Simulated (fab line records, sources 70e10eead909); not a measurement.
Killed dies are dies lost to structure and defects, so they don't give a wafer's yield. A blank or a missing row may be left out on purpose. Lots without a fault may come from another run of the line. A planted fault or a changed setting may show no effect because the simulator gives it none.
Chamber matching | flow nand_harc | NHARC_A_BLC_ETCH_18 on rie_diel-12: 4 sister chambers
The step etches the open film in C4F8/O2/Ar, target depth 910 nm. 4 wafers are shown with their chamber, then 7 later ones without.

WAFERS WITH THEIR CHAMBER
wafer  | chamber | rf_vpp_V (V)
L919.6 | 2       | 975
L934.5 | 0       | 982
L936.1 | 1       | 976
L936.2 | 3       | 975

WAFERS WITHOUT THEIR CHAMBER
wafer  | rf_vpp_V (V)
L936.4 | 982
L937.1 | 977
L937.5 | 973
L937.6 | 975
L941.1 | 972
L941.2 | 974
L941.4 | 975

WHICH CHAMBER EACH WENT THROUGH
wafer  | from the rows above          | in truth
L936.4 | 0                            | 0
L937.1 | can't be placed: 1 or 2 or 3 | 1
L937.5 | can't be placed: 2 or 3 or 1 | 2
L937.6 | can't be placed: 2 or 3 or 1 | 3
L941.1 | can't be placed: 2 or 3 or 1 | 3
L941.2 | can't be placed: 2 or 3 or 1 | 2
L941.4 | can't be placed: 2 or 3 or 1 | 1
Placed correctly: 1 of 7. Can't be placed from these rows: 6 (the true chamber is among the candidates in 6). Placed wrongly: 0.
How it was worked out, from the rows above alone: a wafer's distance from a chamber is the root of the sum, over the readings, of the square of ((its reading less the chamber's mean) divided by the reading's scatter). The wafer belongs to the nearest chamber; if the next one is less than 2 further off, it can't be placed. A chamber's mean is the mean of its shown wafers. The scatter: with one shown wafer a chamber, the root of the mean of the squares of how far each hidden wafer lies from its nearest shown one.
